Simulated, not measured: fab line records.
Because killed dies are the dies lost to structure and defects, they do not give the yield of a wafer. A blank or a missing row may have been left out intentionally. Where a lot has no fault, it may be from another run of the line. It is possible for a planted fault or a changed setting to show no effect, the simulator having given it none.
fab line records	flow n5Finfet
record: lots: 7	wafers: 21
route steps=1938 shown ZERO_LAYER@9 WELL_APT@21 FIN_CUT@160 DUMMY_GATE@225 SD_EPI_P@301 ILD0@338 SDB@350
startH: hours from the record's opening day to when the first of the lot's shown wafers began	waitH: hours elapsed since this lot's preceding step	" the same as in the row above	L1.1+2: one row covering several wafers at once	- value missing, or start not given	* or withheld: withheld	< > ~ a bound
route shown NAME@n: names a module that has steps shown in the file, with the first one's number in the route	usual: mean and standard deviation over wafers with no fault	same: alike in all rows	chamber/n: place in a boat	sites: the reading at each site	_std_site: the standard deviation of these	_edge_site: outer sites' mean less inner sites'	radiusMm: how far each site lies from the wafer's centre	mask NAME#n: copy n	behind: tool/chamber where the wafer was last shaped	hold: why the lot was held/for how many hours/how that ended	device: which transistor (n, p or np) failed to switch	end of line: tests of these same wafers at the route's end	for a step that has no rows: nothing shown but its recipe	killed: the dies lost at the first sort to structure and to defects; this is not the yield of the wafer	map: a wafer's dies, marking killed ones x, the rest . and places with no die _
set.NAME: the run value of the setting; set.NAME@STEP: its run value at that earlier step	model.NAME: the simulator's own value behind a step, which no gauge read
lots with deliberately changed settings; one table per step, one row per wafer
== steps ==
step: N5_ZERO_LAYER_EXPOSE_08
recipe: maskId: ZERO	na: 0.55	sourceShape: conventional	sigmaOuter: 0.8	polarization: unpolarized	defocusNm: 0	targetCdNm: 2000	doseMj: 16.2
lot.wafer	tool	chamber	startH	waitH	mask	set.doseMj
L082.1+2+6	krfScanner-01	0	60.46	-	ZERO#0	16.54
L083.1+4+6	krfScanner-01	0	66.46	-	ZERO#0	16.2
L087.1+6	krfScanner-02	0	90.63	-	ZERO#0	16.2
L087.4	"	0	"	"	ZERO#0	15.88
L090.2+3+5	krfScanner-02	0	108.61	-	ZERO#0	16.2
L092.1+3	krfScanner-02	0	120.62	-	ZERO#0	17.02
L092.5	"	0	"	"	ZERO#0	16.2
L093.3+6	krfScanner-02	0	126.48	-	ZERO#0	16.2
L093.4	"	0	"	"	ZERO#0	15.66
L094.1+5+6	krfScanner-02	0	132.46	-	ZERO#0	15.01
step: N5_ZERO_LAYER_DEVELOP_10
recipe: developTimeS: 60	rinseLiquid: diw	dry: airSpin	devTempC: 21
lot.wafer	tool	chamber	startH	waitH	set.developTimeS
L082.1+2+6	lithoTrack-05	0	-	-	60
L083.1+4+6	lithoTrack-05	0	-	-	46.52
L087.1+4	lithoTrack-01	0	-	-	66.77
L087.6	"	0	"	"	60
L090.2+3+5	lithoTrack-05	0	-	-	60
L092.1+3+5	lithoTrack-05	0	-	-	60
L093.3+6	lithoTrack-05	0	-	-	67.7
L093.4	"	0	"	"	60
L094.1+6	lithoTrack-05	0	-	-	60
L094.5	"	0	"	"	46.87
step: N5_ZERO_LAYER_HARDBAKE_23
recipe: tempC: 130	timeS: 120
step: N5_ZERO_LAYER_CD_MEAS_11
recipe: targetCdNm: 2000	landingEnergyEv: 500	detector: seInlens
usual: cdNm: 2001.1/2.7
lot.wafer	tool	chamber	startH	waitH	set.doseMj@ZERO_LAYER_EXPOSE_08	cdNm
L082.1	cdSem-03	0	60.64	-	16.54	2004.8
L082.2	"	0	"	"	16.54	2006.7
L082.6	"	0	"	"	16.54	2004.9
L083.1	cdSem-02	0	66.64	-	16.2	1992.3
L083.4	"	0	"	"	16.2	1992.4
L083.6	"	0	"	"	16.2	1994.7
L087.1	cdSem-03	0	90.81	-	16.2	2001.1
L087.4	"	0	"	"	15.88	1997.2
L087.6	"	0	"	"	16.2	2001.5
L090.2	cdSem-02	0	108.78	-	16.2	1997.4
L090.3	"	0	"	"	16.2	1997.6
L090.5	"	0	"	"	16.2	2001.5
L092.1	cdSem-02	0	120.80	-	17.02	2011.0
L092.3	"	0	"	"	17.02	2008.7
L092.5	"	0	"	"	16.2	2002.4
L093.3	cdSem-02	0	126.64	-	16.2	2000.1
L093.4	"	0	"	"	15.66	1991.1
L093.6	"	0	"	"	16.2	2003.3
L094.1	cdSem-02	0	132.64	-	15.01	1983.5
L094.5	"	0	"	"	15.01	1983.0
L094.6	"	0	"	"	15.01	1982.9
step: N5_ZERO_LAYER_DESCUM_16
recipe: chemistry: O2	timeS: 7.9	sourcePowerW: 50	biasPowerW: 20	pressureMtorr: 20	rfFrequencyHz: 2.712e+07	tempC: 40	o2FlowSccm: 225
lot.wafer	tool	chamber	startH	waitH	set.doseMj@ZERO_LAYER_EXPOSE_08	model.ZERO_LAYER.cdNm
L082.1	rieDiel-05	1	60.68	0.0	16.54	2005
L082.2+6	"	3,2	"	"	16.54	2006
L083.1+4	rieDiel-05	2,3	66.68	0.0	16.2	1992
L083.6	"	2	"	"	16.2	1995
L087.1+6	rieDiel-05	0,3	90.85	0.0	16.2	2001
L087.4	"	1	"	"	15.88	1998
L090.2+3	rieDiel-01	0,1	108.82	0.0	16.2	1997
L090.5	"	1	"	"	16.2	2001
L092.1	rieDiel-05	0	121.21	0.4	17.02	2011
L092.3	"	3	"	"	17.02	2009
L092.5	"	3	"	"	16.2	2002
L093.3	rieDiel-05	1	126.68	0.0	16.2	2001
L093.4	"	0	"	"	15.66	1991
L093.6	"	0	"	"	16.2	2004
L094.1	rieDiel-03	1	132.88	0.2	15.01	1984
L094.5+6	"	0,1	"	"	15.01	1983
step: N5_WELL_APT_COAT_02
recipe: spinRpm: 1357	resistThkNm: 950
lot.wafer	tool	chamber	startH	waitH	set.spinRpm	model.coat_of_WELL_APT_COAT_02.thkNm
L082.1	lithoTrack-01	0	-	-	1357	950.3
L082.2	"	0	"	"	1309	969.9
L082.6	"	0	"	"	1309	970.9
L083.1	lithoTrack-01	0	-	-	1357	953.1
L083.4	"	0	"	"	1357	953.6
L083.6	"	0	"	"	1216	1005
L087.1	lithoTrack-01	0	-	-	1481	912.1
L087.4	"	0	"	"	1357	951.8
L087.6	"	0	"	"	1357	950.8
L090.2	lithoTrack-02	0	-	-	1357	952
L090.3	"	0	"	"	1357	950.1
L090.5	"	0	"	"	1357	950.4
L092.1	lithoTrack-02	0	-	-	1357	947.7
L092.3	"	0	"	"	1399	936.7
L092.5	"	0	"	"	1357	949.5
L093.3	lithoTrack-04	0	-	-	1435	925.3
L093.4	"	0	"	"	1435	923.8
L093.6	"	0	"	"	1357	954.1
L094.1	lithoTrack-01	0	-	-	1357	948.2
L094.5	"	0	"	"	1357	950.6
L094.6	"	0	"	"	1274	978.3
step: N5_FIN_CUT_EXPOSE_05
recipe: maskId: FIN_CUT	na: 0.33	sourceShape: annular	sigmaInner: 0.35	sigmaOuter: 0.8	polarization: unpolarized	doseMj: 45.75
lot.wafer	tool	chamber	startH	waitH	mask	set.doseMj
L082.1+2+6	euvScanner-02	0	74.47	-	FIN_CUT#0	45.75
L083.1+6	euvScanner-02	0	84.18	-	FIN_CUT#0	48.87
L083.4	"	0	"	"	FIN_CUT#0	45.75
L087.1	euvScanner-01	0	105.87	-	FIN_CUT#0	47.29
L087.4+6	"	0	"	"	FIN_CUT#0	45.75
L090.2+3+5	euvScanner-02	0	122.37	-	FIN_CUT#0	45.75
L092.1+5	euvScanner-01	0	136.56	-	FIN_CUT#0	42.33
L092.3	"	0	"	"	FIN_CUT#0	45.75
L093.3+4	euvScanner-01	0	140.83	-	FIN_CUT#0	45.75
L093.6	"	0	"	"	FIN_CUT#0	42.33
L094.1+5+6	euvScanner-02	0	146.64	-	FIN_CUT#0	45.75
step: N5_FIN_CUT_PEB_06
recipe: pebTempC: 100	pebTimeS: 60	resist: CAR-EUV
step: N5_FIN_CUT_DEVELOP_07
recipe: developTimeS: 30	developer: TMAH	resist: CAR-EUV	rinseLiquid: surfactantRinse	dry: airSpin	devTempC: 23
step: N5_FIN_CUT_CD_MEAS_08
recipe: targetCdNm: 29.1	landingEnergyEv: 500	detector: seInlens	polarity: opening
usual: cdNm: 29.10/0.21
lot.wafer	tool	chamber	startH	waitH	set.doseMj@FIN_CUT_EXPOSE_05	cdNm
L082.1	cdSem-02	0	74.61	-	45.75	28.66
L082.2	"	0	"	"	45.75	29.21
L082.6	"	0	"	"	45.75	29.05
L083.1	cdSem-02	0	84.31	-	48.87	30.39
L083.4	"	0	"	"	45.75	29.29
L083.6	"	0	"	"	48.87	30.88
L087.1	cdSem-01	0	106.01	-	47.29	30.09
L087.4	"	0	"	"	45.75	29.02
L087.6	"	0	"	"	45.75	29.32
L090.2	cdSem-01	0	122.50	-	45.75	28.93
L090.3	"	0	"	"	45.75	28.97
L090.5	"	0	"	"	45.75	29.31
L092.1	cdSem-01	0	136.69	-	42.33	27.92
L092.3	"	0	"	"	45.75	29.12
L092.5	"	0	"	"	42.33	27.65
L093.3	cdSem-01	0	140.95	-	45.75	28.78
L093.4	"	0	"	"	45.75	29.42
L093.6	"	0	"	"	42.33	27.98
L094.1	cdSem-02	0	146.77	-	45.75	29.38
L094.5	"	0	"	"	45.75	28.99
L094.6	"	0	"	"	45.75	29.16
step: N5_FIN_CUT_DESCUM_13
recipe: chemistry: O2	timeS: 7	sourcePowerW: 50	biasPowerW: 20	pressureMtorr: 20	rfFrequencyHz: 2.712e+07	tempC: 40	resist: CAR-EUV	o2FlowSccm: 225
step: N5_FIN_CUT_ETCH_30
recipe: chemistry: N2/H2	target: underlayer	targetDepthA: 130	maskMaterial: CAR-EUV	timeS: 10.4	ionEnergyEv: 200	pressureMtorr: 30	sourceW: 840	biasW: 150	n2FlowSccm: 200	h2FlowSccm: 200	ends: cleared
lot.wafer	tool	chamber	startH	waitH	set.doseMj@FIN_CUT_EXPOSE_05	model.FIN_CUT.cdOffsetNm
L082.1	rieDiel-01	3	74.76	0.0	45.75	-0.2
L082.2	"	2	"	"	45.75	0
L082.6	"	2	"	"	45.75	0.2
L083.1	rieDiel-01	0	84.47	0.0	48.87	1.2
L083.4	"	1	"	"	45.75	0
L083.6	"	3	"	"	48.87	1
L087.1	rieDiel-01	2	106.16	0.0	47.29	0.4
L087.4+6	"	0,2	"	"	45.75	0
L090.2	rieDiel-05	2	122.65	0.0	45.75	-0.2
L090.3	"	0	"	"	45.75	-0.4
L090.5	"	1	"	"	45.75	0
L092.1	rieDiel-01	1	136.85	0.0	42.33	-1
L092.3	"	2	"	"	45.75	0
L092.5	"	3	"	"	42.33	-1.4
L093.3	rieDiel-01	3	141.11	0.0	45.75	-0.4
L093.4	"	1	"	"	45.75	0
L093.6	"	3	"	"	42.33	-1.4
L094.1+5	rieDiel-01	2,0	146.93	0.0	45.75	0.2
L094.6	"	3	"	"	45.75	0
step: N5_DUMMY_GATE_COAT_09
recipe: resist: CAR-EUV	spinRpm: 1500	resistThkNm: 30
lot.wafer	tool	chamber	startH	waitH	set.spinRpm	model.CAR-EUV_of_DUMMY_GATE_COAT_09.thkNm
L082.1	lithoTrack-05	0	-	-	1573	29.4
L082.2+6	"	0	"	"	1500	30
L083.1+4	lithoTrack-01	0	-	-	1500	29.8
L083.6	"	0	"	"	1335	31.8
L087.1+4	lithoTrack-03	0	-	-	1500	30
L087.6	"	0	"	"	1500	30.2
L090.2+3+5	lithoTrack-05	0	-	-	1500	30
L092.1	lithoTrack-03	0	-	-	1500	30
L092.3+5	"	0	"	"	1338	31.8
L093.3+6	lithoTrack-05	0	-	-	1500	30
L093.4	"	0	"	"	1500	30.2
L094.1	lithoTrack-03	0	-	-	1662	28.6
L094.5	"	0	"	"	1500	30
L094.6	"	0	"	"	1662	28.4
step: N5_DUMMY_GATE_EBR_11
recipe: solvent: PGMEA	ebrWidthMm: 1.5
step: N5_DUMMY_GATE_SOFTBAKE_10
recipe: tempC: 110	timeS: 60	resist: CAR-EUV
step: N5_DUMMY_GATE_DESCUM_20
recipe: chemistry: O2	timeS: 6.2	sourcePowerW: 50	biasPowerW: 20	pressureMtorr: 20	rfFrequencyHz: 2.712e+07	tempC: 40	resist: CAR-EUV	o2FlowSccm: 225
lot.wafer	tool	chamber	startH	waitH	set.spinRpm@DUMMY_GATE_COAT_09	model.CAR-EUV_of_DUMMY_GATE_COAT_09.thkNm
L082.1	rieDiel-01	0	95.55	0.0	1573	25.8
L082.2	"	3	"	"	1500	26.6
L082.6	"	1	"	"	1500	26.4
L083.1	rieDiel-03	0	104.58	0.0	1500	26.4
L083.4	"	0	"	"	1500	26.2
L083.6	"	1	"	"	1335	28.2
L087.1+4+6	rieDiel-03	2,1,0	124.89	0.0	1500	26.6
L090.2+3	rieDiel-05	3,1	141.59	0.0	1500	26.4
L090.5	"	2	"	"	1500	26.6
L092.1	rieDiel-01	0	157.43	0.2	1500	26.6
L092.3+5	"	3,0	"	"	1338	28.2
L093.3+4	rieDiel-03	0,1	160.90	0.4	1500	26.6
L093.6	"	1	"	"	1500	26.4
L094.1	rieDiel-03	1	165.26	0.0	1662	25
L094.5	"	1	"	"	1500	26.4
L094.6	"	0	"	"	1662	24.8
step: N5_SD_EPI_P_PEB_07
recipe: pebTempC: 110	pebTimeS: 60	resist: CAR-ArF-block
lot.wafer	tool	chamber	startH	waitH	set.pebTimeS
L082.1+6	lithoTrack-03	0	103.03	0.1	60
L082.2	"	0	"	"	72.87
L083.1	lithoTrack-02	0	111.75	0.1	66.96
L083.4+6	"	0	"	"	60
L087.1	lithoTrack-02	0	131.80	0.1	53.72
L087.4+6	"	0	"	"	60
L090.2+3+5	lithoTrack-02	0	149.91	0.0	60
L092.1+3+5	lithoTrack-02	0	165.12	0.1	64.1
L093.3+6	lithoTrack-03	0	168.03	0.0	70.06
L093.4	"	0	"	"	60
L094.1+5+6	lithoTrack-03	0	172.88	0.1	66.85
step: N5_SD_EPI_P_DEVELOP_08
recipe: developTimeS: 30	developer: TMAH	resist: CAR-ArF-block	devTempC: 23	rinseLiquid: diw	dry: airSpin
step: N5_SD_EPI_P_CD_MEAS_09
recipe: targetCdNm: 240	landingEnergyEv: 500	detector: seInlens
usual: cdNm: 240.3/1
lot.wafer	tool	chamber	startH	waitH	set.pebTimeS@SD_EPI_P_PEB_07	cdNm
L082.1	cdSem-03	0	103.10	-	60	241.0
L082.2	"	0	"	"	72.87	247.3
L082.6	"	0	"	"	60	240.8
L083.1	cdSem-02	0	111.82	-	66.96	244.3
L083.4	"	0	"	"	60	241.2
L083.6	"	0	"	"	60	240.6
L087.1	cdSem-03	0	131.87	-	53.72	236.1
L087.4	"	0	"	"	60	240.1
L087.6	"	0	"	"	60	239.5
L090.2	cdSem-03	0	149.98	-	60	239.7
L090.3	"	0	"	"	60	238.7
L090.5	"	0	"	"	60	239.9
L092.1	cdSem-02	0	165.19	-	64.1	242.8
L092.3	"	0	"	"	64.1	243.2
L092.5	"	0	"	"	64.1	242.1
L093.3	cdSem-03	0	168.10	-	70.06	245.2
L093.4	"	0	"	"	60	240.6
L093.6	"	0	"	"	70.06	245.6
L094.1	cdSem-03	0	172.94	-	66.85	244.0
L094.5	"	0	"	"	66.85	244.0
L094.6	"	0	"	"	66.85	244.0
step: N5_SD_EPI_P_DESCUM_14
recipe: chemistry: O2	timeS: 7.9	sourcePowerW: 50	biasPowerW: 20	pressureMtorr: 20	rfFrequencyHz: 2.712e+07	tempC: 40	resist: CAR-ArF-block	o2FlowSccm: 225
lot.wafer	tool	chamber	startH	waitH	set.pebTimeS@SD_EPI_P_PEB_07	model.SD_EPI_P.cdNm
L082.1	rieDiel-01	2	103.19	0.0	60	241.2
L082.2	"	3	"	"	72.87	247.4
L082.6	"	1	"	"	60	241
L083.1	rieDiel-01	3	111.91	0.0	66.96	244.4
L083.4	"	1	"	"	60	241.2
L083.6	"	3	"	"	60	240.6
L087.1	rieDiel-05	2	132.07	0.1	53.72	236
L087.4	"	0	"	"	60	240.2
L087.6	"	2	"	"	60	239.6
L090.2	rieDiel-01	2	150.06	0.0	60	239.8
L090.3	"	1	"	"	60	238.6
L090.5	"	0	"	"	60	240
L092.1	rieDiel-05	0	165.28	0.0	64.1	243
L092.3	"	2	"	"	64.1	242.8
L092.5	"	0	"	"	64.1	242
L093.3	rieDiel-03	3	168.19	0.0	70.06	245.6
L093.4	"	1	"	"	60	240.6
L093.6	"	3	"	"	70.06	245.4
L094.1	rieDiel-05	2	173.03	0.0	66.85	244.2
L094.5	"	1	"	"	66.85	243.8
L094.6	"	2	"	"	66.85	244.4
step: N5_SD_EPI_P_ETCH_37
recipe: chemistry: N2/H2	target: SOC	overetchA: 1080	maskMaterial: SiARC	tempC: 40	ionEnergyEv: 100	sourceW: 3000	biasW: 133	pressureMtorr: 20	timeS: 486	n2FlowSccm: 200	h2FlowSccm: 200	ends: endPoint
usual: rfVppV: 240.5/1.2
lot.wafer	tool	chamber	startH	waitH	set.sourceW	set.pebTimeS@SD_EPI_P_PEB_07	rfVppV	model.SD_EPI_P.cdNm	model.SiARC_of_SD_EPI_P_COAT_35.thkNm
L082.1	rieDiel-01	2	103.28	0.0	2501	60	256.0	238.2	21.4
L082.2	"	3	"	"	2501	72.87	255.1	243.6	22.6
L082.6	"	1	"	"	3000	60	238.9	240	19.6
L083.1	rieDiel-01	3	112.00	0.0	3000	66.96	240.5	244.2	20.8
L083.4	"	1	"	"	3000	60	239.6	240.4	19.8
L083.6	"	3	"	"	2767	60	245.4	239.8	21.8
L087.1	rieDiel-05	2	132.16	0.0	3000	53.72	241.1	237	19.8
L087.4	"	0	"	"	3000	60	238.5	241	19.6
L087.6	"	2	"	"	3000	60	240.4	240.6	19.8
L090.2	rieDiel-01	2	150.15	0.0	3000	60	240.3	241	19.4
L090.3	"	1	"	"	3000	60	239.0	239.6	19.8
L090.5	"	0	"	"	3000	60	241.9	239.6	20
L092.1	rieDiel-05	0	165.37	0.0	2791	64.1	244.6	241.4	20.2
L092.3	"	2	"	"	2791	64.1	247.3	242	20.4
L092.5	"	0	"	"	3000	64.1	238.4	241.8	19.4
L093.3	rieDiel-03	3	168.28	0.0	3228	70.06	234.5	246.4	17.2
L093.4	"	1	"	"	3000	60	240.1	241.2	19.4
L093.6	"	3	"	"	3000	70.06	240.9	244.2	18
L094.1	rieDiel-05	2	173.12	0.0	3000	66.85	241.4	244.6	20
L094.5	"	1	"	"	3000	66.85	240.7	245.4	20.4
L094.6	"	2	"	"	3000	66.85	242.1	244.6	20
step: N5_SD_EPI_P_STRIP_38
recipe: chemistry: N2/H2	tempC: 40	n2FlowSccm: 200	h2FlowSccm: 200	rfFrequencyHz: 6e+07
step: N5_SD_EPI_P_ETCHBACK_46
recipe: chemistry: CH3F/O2	mode: anisotropicEtchback	target: SiNx	targetDepthA: 175	stopOn: SiO2	overEtchFrac: 0.3	ionEnergyEv: 120	pressureMtorr: 30	sourceW: 395	biasW: 73	Ar_flow_sccm: 150	CH3F_flow_sccm: 30	O2_flow_sccm: 20
lot.wafer	tool	chamber	startH	waitH	set.pebTimeS@SD_EPI_P_PEB_07	model.SD_EPI_P.cdNm
L082.1	rieDiel-01	2	103.60	0.0	60	238
L082.2	"	3	"	"	72.87	243.8
L082.6	"	1	"	"	60	240
L083.1	rieDiel-01	3	112.32	0.0	66.96	244.2
L083.4	"	1	"	"	60	240.4
L083.6	"	3	"	"	60	239.8
L087.1	rieDiel-05	2	132.48	0.0	53.72	237
L087.4+6	"	0,2	"	"	60	240.8
L090.2	rieDiel-01	2	150.48	0.0	60	240.8
L090.3+5	"	1,0	"	"	60	239.6
L092.1	rieDiel-05	0	165.69	0.0	64.1	241.2
L092.3	"	2	"	"	64.1	242
L092.5	"	0	"	"	64.1	241.6
L093.3	rieDiel-03	3	168.60	0.0	70.06	246.4
L093.4	"	1	"	"	60	241
L093.6	"	3	"	"	70.06	244.4
L094.1	rieDiel-05	2	173.45	0.0	66.85	244.6
L094.5	"	1	"	"	66.85	245.4
L094.6	"	2	"	"	66.85	244.8
step: N5_ILD0_CMP_03
recipe: stopOn: SiNx	tOverpolishS: 1.9	postCmpClean: alkalineBrush	downForcePsi: 4.1491	platenRpm: 51.796	padVelocityMS: 1.0306	targetThkNm: 197.38
usual: timeToEndpointS: 72/4.3
lot.wafer	tool	chamber	startH	waitH	set.downForcePsi	timeToEndpointS
L082.1	cmp-02	1	110.07	0.0	4.1491	86
L082.2	"	2	"	"	4.1491	76
L082.6	"	1	"	"	3.456	101
L083.1	cmp-04	1	119.63	0.0	4.1491	67
L083.4	"	2	"	"	4.1491	70
L083.6	"	2	"	"	3.639	76
L087.1	cmp-02	3	139.06	0.1	3.8	77
L087.4	"	0	"	"	4.1491	65
L087.6	"	2	"	"	3.8	80
L090.2	cmp-02	2	157.36	0.3	4.1491	68
L090.3	"	3	"	"	4.1491	67
L090.5	"	1	"	"	4.1491	73
L092.3	cmp-01	2	173.02	0.0	4.1491	72
L092.1	"	3	"	"	4.1491	73
L092.5	"	3	"	"	3.564	86
L093.3	cmp-04	2	177.51	0.0	4.1491	68
L093.4	"	1	"	"	4.1491	68
L093.6	"	3	"	"	4.1491	75
L094.1	cmp-02	3	183.00	0.1	4.1491	65
L094.6	"	2	"	"	4.1491	73
L094.5	"	3	"	"	4.727	59
step: N5_SDB_COAT_05
recipe: resist: CAR-ArF	spinRpm: 1500	resistThkNm: 90
lot.wafer	tool	chamber	startH	waitH	set.spinRpm	model.CAR-ArF_of_SDB_COAT_05.thkNm
L082.1+6	lithoTrack-04	0	-	-	1500	90
L082.2	"	0	"	"	1500	89.8
L083.1	lithoTrack-04	0	-	-	1500	90.4
L083.4	"	0	"	"	1500	90
L083.6	"	0	"	"	1500	90.2
L087.1	lithoTrack-03	0	-	-	1555	88.4
L087.4	"	0	"	"	1500	89.8
L087.6	"	0	"	"	1500	90
L090.2+3	lithoTrack-04	0	-	-	1500	90.4
L090.5	"	0	"	"	1500	90.8
L092.1	lithoTrack-01	0	-	-	1500	90
L092.3+5	"	0	"	"	1500	90.2
L093.3+6	lithoTrack-03	0	-	-	1500	90
L093.4	"	0	"	"	1420	92.2
L094.1	lithoTrack-03	0	-	-	1500	90
L094.5	"	0	"	"	1554	88.6
L094.6	"	0	"	"	1554	88.4
step: N5_SDB_EBR_07
recipe: solvent: PGMEA	ebrWidthMm: 1.5
step: N5_SDB_SOFTBAKE_06
recipe: tempC: 110	timeS: 60	resist: CAR-ArF
step: N5_SDB_EXPOSE_08
recipe: maskId: SDB	na: 1.35	sourceShape: conventional	sigmaOuter: 0.5	polarization: unpolarized	doseMj: 49.6
step: N5_SDB_PEB_09
recipe: pebTempC: withheld	pebTimeS: 60	resist: CAR-ArF
step: N5_SDB_DEVELOP_10
recipe: developTimeS: 30	developer: TMAH	resist: CAR-ArF	rinseLiquid: diw	dry: airSpin	devTempC: 23
lot.wafer	tool	chamber	startH	waitH	set.spinRpm@SDB_COAT_05	model.CAR-ArF_of_SDB_COAT_05.thkNm
L082.1	lithoTrack-03	0	-	-	1500	88.4
L082.2+6	"	0	"	"	1500	88.2
L083.1	lithoTrack-03	0	-	-	1500	88.6
L083.4	"	0	"	"	1500	88.2
L083.6	"	0	"	"	1500	88.4
L087.1	lithoTrack-04	0	-	-	1555	86.8
L087.4	"	0	"	"	1500	88
L087.6	"	0	"	"	1500	88.2
L090.2	lithoTrack-04	0	-	-	1500	88.8
L090.3	"	0	"	"	1500	88.6
L090.5	"	0	"	"	1500	89.2
L092.1	lithoTrack-03	0	-	-	1500	88.2
L092.3	"	0	"	"	1500	88.6
L092.5	"	0	"	"	1500	88.4
L093.3	lithoTrack-01	0	-	-	1500	88.2
L093.4	"	0	"	"	1420	90.6
L093.6	"	0	"	"	1500	88.4
L094.1	lithoTrack-03	0	-	-	1500	88.4
L094.5	"	0	"	"	1554	87
L094.6	"	0	"	"	1554	86.6
== key ==
split: step: N5_ZERO_LAYER_EXPOSE_08	setting: doseMj	stated: 16.2	by: wafer
response: step: N5_ZERO_LAYER_CD_MEAS_11	reading: cdNm	change: +2	per: 1%	r: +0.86
response: step: N5_ZERO_LAYER_DESCUM_16	reading: model.ZERO_LAYER.cdNm	change: +2.03	per: 1%	r: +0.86
split: step: N5_ZERO_LAYER_DEVELOP_10	setting: developTimeS	stated: 60	by: wafer
response none clear
split: step: N5_WELL_APT_COAT_02	setting: spinRpm	stated: 1357	by: wafer
response: step: N5_WELL_APT_COAT_02	reading: model.coat_of_WELL_APT_COAT_02.thkNm	change: -4.76	per: 1%	r: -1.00
split: step: N5_FIN_CUT_EXPOSE_05	setting: doseMj	stated: 45.75	by: wafer
response: step: N5_FIN_CUT_CD_MEAS_08	reading: cdNm	change: +0.18	per: 1%	r: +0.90
response: step: N5_FIN_CUT_ETCH_30	reading: model.FIN_CUT.cdOffsetNm	change: +0.158	per: 1%	r: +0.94
split: step: N5_DUMMY_GATE_COAT_09	setting: spinRpm	stated: 1500	by: wafer
response: step: N5_DUMMY_GATE_COAT_09	reading: model.CAR-EUV_of_DUMMY_GATE_COAT_09.thkNm	change: -0.16	per: 1%	r: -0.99
response: step: N5_DUMMY_GATE_DESCUM_20	reading: model.CAR-EUV_of_DUMMY_GATE_COAT_09.thkNm	change: -0.153	per: 1%	r: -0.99
split: step: N5_SD_EPI_P_PEB_07	setting: pebTimeS	stated: 60	by: wafer
response: step: N5_SD_EPI_P_CD_MEAS_09	reading: cdNm	change: +0.302	per: 1%	r: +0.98
response: step: N5_SD_EPI_P_DESCUM_14	reading: model.SD_EPI_P.cdNm	change: +0.303	per: 1%	r: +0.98
response: step: N5_SD_EPI_P_ETCH_37	reading: model.SD_EPI_P.cdNm	change: +0.256	per: 1%	r: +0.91
response: step: N5_SD_EPI_P_ETCHBACK_46	reading: model.SD_EPI_P.cdNm	change: +0.268	per: 1%	r: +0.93
split: step: N5_SD_EPI_P_ETCH_37	setting: sourceW	stated: 3000	by: wafer
response: step: N5_SD_EPI_P_ETCH_37	reading: rfVppV	change: -0.94	per: 1%	r: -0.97
response: step: N5_SD_EPI_P_ETCH_37	reading: model.SiARC_of_SD_EPI_P_COAT_35.thkNm	change: -0.156	per: 1%	r: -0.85
split: step: N5_ILD0_CMP_03	setting: downForcePsi	stated: 4.1491	by: wafer
response: step: N5_ILD0_CMP_03	reading: timeToEndpointS	change: *	per: 1%	r: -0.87
split: step: N5_SDB_COAT_05	setting: spinRpm	stated: 1500	by: wafer
response: step: N5_SDB_COAT_05	reading: model.CAR-ArF_of_SDB_COAT_05.thkNm	change: -0.413	per: 1%	r: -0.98
response: step: N5_SDB_DEVELOP_10	reading: model.CAR-ArF_of_SDB_COAT_05.thkNm	change: -0.416	per: 1%	r: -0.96
